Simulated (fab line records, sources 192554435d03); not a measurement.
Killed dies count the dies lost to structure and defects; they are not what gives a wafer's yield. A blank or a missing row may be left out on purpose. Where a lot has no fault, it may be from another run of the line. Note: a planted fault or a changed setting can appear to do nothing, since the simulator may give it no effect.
Matching of chambers || flow n5-finfet || rie-diel-03 running N5_BEOL_M0_ETCH_138: 4 sister chambers
The step etches SiCN in CH3F/O2, target depth 12 nm, time 31.6 s. 14 wafers are shown with their chamber, then 7 later ones without.

== WAFERS WITH THEIR CHAMBER ==
{"wafer": "L078.2", "chamber": 1, "throttle-valve-pct (%)": 16.16, "drypump-motor-current-A (A)": 6.1, "showerhead-plenum-p-Torr (Torr)": 2.06}
{"wafer": "L078.4", "chamber": 0, "throttle-valve-pct (%)": 16.37, "drypump-motor-current-A (A)": 6.3, "showerhead-plenum-p-Torr (Torr)": 2.09}
{"wafer": "L078.5", "chamber": 0, "throttle-valve-pct (%)": 16.37, "drypump-motor-current-A (A)": 6.3, "showerhead-plenum-p-Torr (Torr)": 2.09}
{"wafer": "L082.1", "chamber": 3, "throttle-valve-pct (%)": 15.97, "drypump-motor-current-A (A)": 6.0, "showerhead-plenum-p-Torr (Torr)": 2.12}
{"wafer": "L082.3", "chamber": 1, "throttle-valve-pct (%)": 16.15, "drypump-motor-current-A (A)": 6.1, "showerhead-plenum-p-Torr (Torr)": 2.06}
{"wafer": "L082.4", "chamber": 0, "throttle-valve-pct (%)": 16.39, "drypump-motor-current-A (A)": 6.3, "showerhead-plenum-p-Torr (Torr)": 2.08}
{"wafer": "L083.1", "chamber": 1, "throttle-valve-pct (%)": 16.17, "drypump-motor-current-A (A)": 6.1, "showerhead-plenum-p-Torr (Torr)": 2.06}
{"wafer": "L083.2", "chamber": 3, "throttle-valve-pct (%)": 15.99, "drypump-motor-current-A (A)": 6.1, "showerhead-plenum-p-Torr (Torr)": 2.12}
{"wafer": "L083.4", "chamber": 2, "throttle-valve-pct (%)": 16.19, "drypump-motor-current-A (A)": 6.0, "showerhead-plenum-p-Torr (Torr)": 2.07}
{"wafer": "L085.3", "chamber": 2, "throttle-valve-pct (%)": 16.21, "drypump-motor-current-A (A)": 6.0, "showerhead-plenum-p-Torr (Torr)": 2.07}
{"wafer": "L085.4", "chamber": 3, "throttle-valve-pct (%)": 15.99, "drypump-motor-current-A (A)": 6.1, "showerhead-plenum-p-Torr (Torr)": 2.12}
{"wafer": "L085.5", "chamber": 3, "throttle-valve-pct (%)": 16.00, "drypump-motor-current-A (A)": 6.1, "showerhead-plenum-p-Torr (Torr)": 2.12}
{"wafer": "L089.2", "chamber": 3, "throttle-valve-pct (%)": 16.00, "drypump-motor-current-A (A)": 6.1, "showerhead-plenum-p-Torr (Torr)": 2.11}
{"wafer": "L089.3", "chamber": 2, "throttle-valve-pct (%)": 16.20, "drypump-motor-current-A (A)": 6.0, "showerhead-plenum-p-Torr (Torr)": 2.07}

SIGNATURES (means of the wafers above)
{"reading": "throttle-valve-pct", "chamber 0": 16.3767, "chamber 1": 16.1600, "chamber 2": 16.2000, "chamber 3": 15.9900, "scatter within a chamber": 0.0113}
{"reading": "drypump-motor-current-A", "chamber 0": 6.300, "chamber 1": 6.100, "chamber 2": 6.000, "chamber 3": 6.080, "scatter within a chamber": 0.0283}
{"reading": "showerhead-plenum-p-Torr", "chamber 0": 2.0867, "chamber 1": 2.0600, "chamber 2": 2.0700, "chamber 3": 2.1180, "scatter within a chamber": 0.00383}
Rule: for a wafer and a chamber, the distance is found by dividing, reading by reading, the gap between the wafer's reading and the chamber's mean by the reading's scatter, squaring, summing and taking the root. The wafer belongs to the nearest chamber; if the next one is less than 2 further off, it can't be placed. The scatter: the root of (the sum of the squares of (reading less its chamber's mean) over the shown wafers, divided by (wafers less chambers)).

== WAFERS WITH NO CHAMBER GIVEN ==
{"wafer": "L089.4", "throttle-valve-pct (%)": 16.18, "drypump-motor-current-A (A)": 6.1, "showerhead-plenum-p-Torr (Torr)": 2.05}
{"wafer": "L093.1", "throttle-valve-pct (%)": 16.42, "drypump-motor-current-A (A)": 6.3, "showerhead-plenum-p-Torr (Torr)": 2.08}
{"wafer": "L093.2", "throttle-valve-pct (%)": 16.21, "drypump-motor-current-A (A)": 6.1, "showerhead-plenum-p-Torr (Torr)": 2.05}
{"wafer": "L093.3", "throttle-valve-pct (%)": 16.04, "drypump-motor-current-A (A)": 6.1, "showerhead-plenum-p-Torr (Torr)": 2.11}
{"wafer": "L096.1", "throttle-valve-pct (%)": 16.02, "drypump-motor-current-A (A)": 6.1, "showerhead-plenum-p-Torr (Torr)": 2.11}
{"wafer": "L096.2", "throttle-valve-pct (%)": 16.44, "drypump-motor-current-A (A)": 6.3, "showerhead-plenum-p-Torr (Torr)": 2.07}
{"wafer": "L096.6", "throttle-valve-pct (%)": 16.22, "drypump-motor-current-A (A)": 6.1, "showerhead-plenum-p-Torr (Torr)": 2.05}

== WHICH CHAMBER EACH ONE RAN IN ==
{"wafer": "L089.4", "from the rows above": 1, "in truth": 1}
{"wafer": "L093.1", "from the rows above": 0, "in truth": 0}
{"wafer": "L093.2", "from the rows above": "can't be placed: 1 or 2", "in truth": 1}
{"wafer": "L093.3", "from the rows above": 3, "in truth": 3}
{"wafer": "L096.1", "from the rows above": 3, "in truth": 3}
{"wafer": "L096.2", "from the rows above": 0, "in truth": 0}
{"wafer": "L096.6", "from the rows above": "can't be placed: 1 or 2", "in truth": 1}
5 of 7 placed correctly. These rows do not allow placing 2 (true chamber among the candidates in 2). Placed wrongly: 0.
